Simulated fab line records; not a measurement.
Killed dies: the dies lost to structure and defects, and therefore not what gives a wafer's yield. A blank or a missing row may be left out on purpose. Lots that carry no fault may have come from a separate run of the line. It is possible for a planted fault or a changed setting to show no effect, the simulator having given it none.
Which tool was responsible? | flow nand harc | 14 lots, 42 wafers sampled, at 1 step of a route of 1302

WHAT EACH GAUGE READ, for each wafer
NHARC_P_M2_OVL_MEAS_10: pitch 340 nm.
lot  | measured     | on         | overlay x nm (nm) | overlay y nm (nm)
L258 | day 6 12:59  | overlay-02 | -0.3 -0.1 0.2     | 0.4 0.0 0.9
L260 | day 7 00:34  | overlay-02 | -0.5 -0.4 -0.8    | 0.5 -0.2 0.2
L261 | day 7 10:51  | overlay-01 | 0.8 1.4 1.1       | 1.2 1.0 1.2
L262 | day 8 00:43  | overlay-02 | -0.5 0.0 -0.6     | 0.6 0.6 0.8
L263 | day 8 08:59  | overlay-01 | 2.2 1.4 1.9       | 0.6 0.4 0.4
L268 | day 10 10:43 | overlay-02 | -1.3 -0.5 -0.6    | 1.2 1.6 1.0
L273 | day 12 12:24 | overlay-01 | -0.7 0.1 -0.3     | -1.2 -1.1 -1.1
L272 | day 12 15:02 | overlay-01 | 0.6 0.8 0.4       | 0.6 0.5 0.9
L274 | day 13 02:07 | overlay-02 | 0.3 -0.3 0.2      | 0.4 0.4 0.3
L275 | day 13 10:40 | overlay-02 | -0.2 -1.0 0.3     | -1.1 -1.0 -1.3
L276 | day 14 03:20 | overlay-02 | -1.0 -0.3 -1.2    | -0.3 -0.3 -0.4
L278 | day 14 23:06 | overlay-02 | 0.0 -0.4 0.2      | 1.1 1.5 0.7
L279 | day 15 09:33 | overlay-02 | 1.5 1.5 2.1       | 0.0 -0.2 -0.5
L280 | day 16 01:38 | overlay-01 | -1.6 -1.5 -1.7    | -0.8 -0.8 -0.8

TOOL THAT RAN EACH LOT (tool first, then ch and the chambers of the sampled wafers, then the start)
Before these readings, the record contains no process step.

WHAT THE TOOLS THEMSELVES READ (means of the sampled wafers that have a number; where no wafer has one, the mark that the record gives instead)
The record holds no such reading with a usual standard deviation.

THE ANSWER, worked out from the rows above alone
Rule: the lots themselves supply what counts as usual. The widest of any qualifying gaps counts: lots, ordered by their means at a reading, are off when they make up no more than a third of the lots, leave a main group of 4 or more, and stand apart from it by 3 or more times the standard deviation of that group's means. The tables above print the reading to a certain number of digits; a main group whose means all agree to those digits is not used. A lot without any number at a reading at which 4 lots or more have one is off too. Any other lot the step has rows for is counted as sound. The gauges are gone through in route order, then the tools' own readings, and for those a lot's mean is taken as printed above. The first step at which some lot is off is used, and at that step the reading that is off furthest; a lot without a number counts as furthest.
No lot is off at any reading shown: from this, nothing can be told.

WHAT WAS PUT IN BY THE SIMULATOR
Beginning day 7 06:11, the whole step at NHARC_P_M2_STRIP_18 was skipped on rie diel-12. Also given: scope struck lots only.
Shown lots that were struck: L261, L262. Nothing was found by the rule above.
